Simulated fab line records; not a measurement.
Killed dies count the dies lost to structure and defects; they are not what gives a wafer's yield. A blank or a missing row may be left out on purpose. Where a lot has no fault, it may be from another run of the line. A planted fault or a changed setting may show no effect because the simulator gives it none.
A struck lot beside a sound one -- flow n5 finfet -- 37 steps out of a route of 1938
Sound: the wafers L980.1, L980.2, L980.4. Struck: wafer L965.6. (L965.5 of the same lot was not struck and is left out.) The cause comes at the end.
Each step with rows lists, per side, the tool, then ch with its chambers, then its first start. Under that, the readings that differ: sound wafers -- struck wafers -- difference of the means -- sigmas: that difference in standard deviations of wafers without a fault.
alike: same words and numbers on both sides, and readings whose means sit less than 2 such deviations apart. not compared: any withheld reading, any reading some wafer has no value for, any bound like >300 that may hide the same value, and any number with overlapping values for which the record gives no deviation.
The two part at a step that has a row with sigmas, a row that says differs or no value, or rows on one side only. Non-overlapping numbers with no deviation appear without sigmas and do not part them. Lack of a reading on every wafer of one side parts them only where that side has two or more wafers.

first, 9 steps without rows for these wafers: N5_PMOS_HMC_CHANNEL_EPI_EXPOSE_06 (exposes mask PMOS HMC BLK, target cd 240 nm); N5_PMOS_HMC_CHANNEL_EPI_PEB_07 (peb time 60 s); N5_PMOS_HMC_CHANNEL_EPI_DEVELOP_08 (develop time 30 s); N5_PMOS_HMC_CHANNEL_EPI_DESCUM_14 (chemistry O2, time 7.9 s); N5_PMOS_HMC_CHANNEL_EPI_ETCH_32 (etches BARC in N2/H2, stops on SiO2, target depth 85.8 nm, time 50.3 s); N5_PMOS_HMC_CHANNEL_EPI_HM_OPEN_15 (chemistry CHF3/O2, target SiO2, target depth 40.6 nm, time 20.3 s); N5_PMOS_HMC_CHANNEL_EPI_STRIP_33 (strips in N2/H2); N5_PMOS_HMC_CHANNEL_EPI_STRIP_17 (strips in SPM, time 750 s); N5_PMOS_HMC_CHANNEL_EPI_ETCH_38 (etches SiO2 in CF4, target depth 1.5 nm).
N5_PMOS_HMC_CHANNEL_EPI_FIN_RECESS_16: chemistry HBr/Cl2, target Si, target depth 54 nm, time 18 s.
  sound on rie si-06 ch 1,2,3, day 7 06:59; struck on rie si-05 ch 0, day 3 12:22
reading,sound,struck,difference,sigmas
model.PMOS_HMC_CHANNEL_EPI.feature depth nm (nm),54.41 54.02 55.01,38.5,-16.0,
model.etch.depth nm (nm),54.41 54.02 55.01,38.5,-16.0,
  alike: drypump motor current A, oes product au, throttle valve pct
  not compared: rf hours counter h
then, 7 steps without rows for these wafers: N5_PMOS_HMC_CHANNEL_EPI_PRECLEAN_36 (cleans in O3/DIW, time 45 s); N5_PMOS_HMC_CHANNEL_EPI_PRECLEAN_18 (cleans in DHF, time 30 s); N5_PMOS_HMC_CHANNEL_EPI_SRD_19 (time 30 s); N5_PMOS_HMC_CHANNEL_EPI_EPI_20 (deposits SiGe30, target thk 59 nm); N5_PMOS_HMC_CHANNEL_EPI_HM_STRIP_35 (strips SiO2 in dHF, material SiO2, target depth 39.6 nm, time 216 s); N5_PMOS_HMC_CHANNEL_EPI_SRD_39 (time 30 s); N5_PMOS_HMC_CHANNEL_EPI_CMP_21 (polishes SiGe30, target thk 54 nm).
N5_PMOS_HMC_CHANNEL_EPI_THK_MEAS_22:
  sound on film metro-01, day 7 09:11; struck on film metro-02, day 3 14:07
reading,sound,struck,difference,sigmas
HMC_CMP_THK (nm),54.5 53.9 55.0,38.5,-16.0,-12
then, 17 steps without rows for these wafers: N5_PMOS_HMC_CHANNEL_EPI_PRECLEAN_40 (cleans in DHF, time 30 s); N5_PMOS_HMC_CHANNEL_EPI_PRECLEAN_37 (cleans in O3/DIW, time 45 s); N5_PMOS_HMC_CHANNEL_EPI_PRECLEAN_24 (cleans in DHF, time 30 s); N5_PMOS_HMC_CHANNEL_EPI_SRD_25 (time 30 s); N5_PMOS_HMC_CHANNEL_EPI_EPI_26 (deposits Si from SiH4/H2, target thk 3.8 nm, time 22.7 s); N5_FIN_SAQP_PRECLEAN_42 (cleans in O3/DIW, time 60 s); N5_FIN_SAQP_PRECLEAN_00 (cleans in SC1, time 60 s); N5_FIN_SAQP_PRECLEAN_44 (cleans in SC2, time 45 s); N5_FIN_SAQP_SRD_01 (time 30 s); N5_FIN_SAQP_ALD_61 (deposits SiO2, target thk 4 nm, pulse time 1 s, purge time 2 s); N5_FIN_SAQP_DENSIFY_62 (time 60 s); N5_FIN_SAQP_HM_DEP_03 (deposits SiNx from SiH4/NH3/N2, target thk 38 nm, time 33.6 s); N5_FIN_SAQP_PECVD_47 (deposits a-Si from SiH4/He, target thk 45 nm, time 36.3 s); N5_FIN_SAQP_PECVD_48 (deposits SiNx from SiH4/NH3/N2, target thk 25 nm, time 22.1 s); N5_FIN_SAQP_PECVD_06 (deposits a-Si from SiH4/He, target thk 60 nm, time 48.1 s); N5_FIN_SAQP_HM_DEP_72 (deposits SiO2 from SiH4/N2O, target thk 12 nm, time 7.2 s); N5_FIN_SAQP_COAT_49 (time 60 s, resist thk 100 nm).
-- record jumps: 7 days separate the struck wafers' starts on either side; left off in module FIN_SAQP, taken up again in module BEOL_M4, whose first shown step is the route's number 1111 --
N5_BEOL_M4_RC_MEAS_101:
  sound on prober-02 ch 0, day 14 07:03; struck on prober-01 ch 0, day 10 17:11
reading,sound,struck,difference,sigmas
ION_P (uA/um),465 456 477,401,-65,-6
  alike: DIBL_N, DIBL_P, IOFF_N, IOFF_P, ION_N, SS_N, SS_P, VT_N, VT_P
-- the record jumps here: 4 days lie between the struck wafers' starts before and after (it left off in module BEOL_M4 and takes up again in module PASSIVATION, whose first step shown is number 1936 of the route) --
N5_PASSIVATION_PROBE_49:
  sound on prober-01, day 18 15:43; struck on prober-01, day 15 00:07
reading,sound,struck,difference,sigmas
sort_bin_8_speed (%),0 0 0,88.7,+88.7,+99 or more
sort n pass,1071 1084 1057,0,-1071,-63
sort yield pct (%),90.8 91.9 89.6,0,-91,-61
  alike: defect limited yield, killed_at_M0_to_M3, killed_at_M4_up, killed at contacts, killed at front end, killed at other, killed dies, killed open, killed short, sort_bin_5_function, sort_bin_6_memory

WHERE THEY PART
Earliest at N5_PMOS_HMC_CHANNEL_EPI_THK_MEAS_22; latest, in this record, at N5_PASSIVATION_PROBE_49.

WHY: what had been put in by the simulator
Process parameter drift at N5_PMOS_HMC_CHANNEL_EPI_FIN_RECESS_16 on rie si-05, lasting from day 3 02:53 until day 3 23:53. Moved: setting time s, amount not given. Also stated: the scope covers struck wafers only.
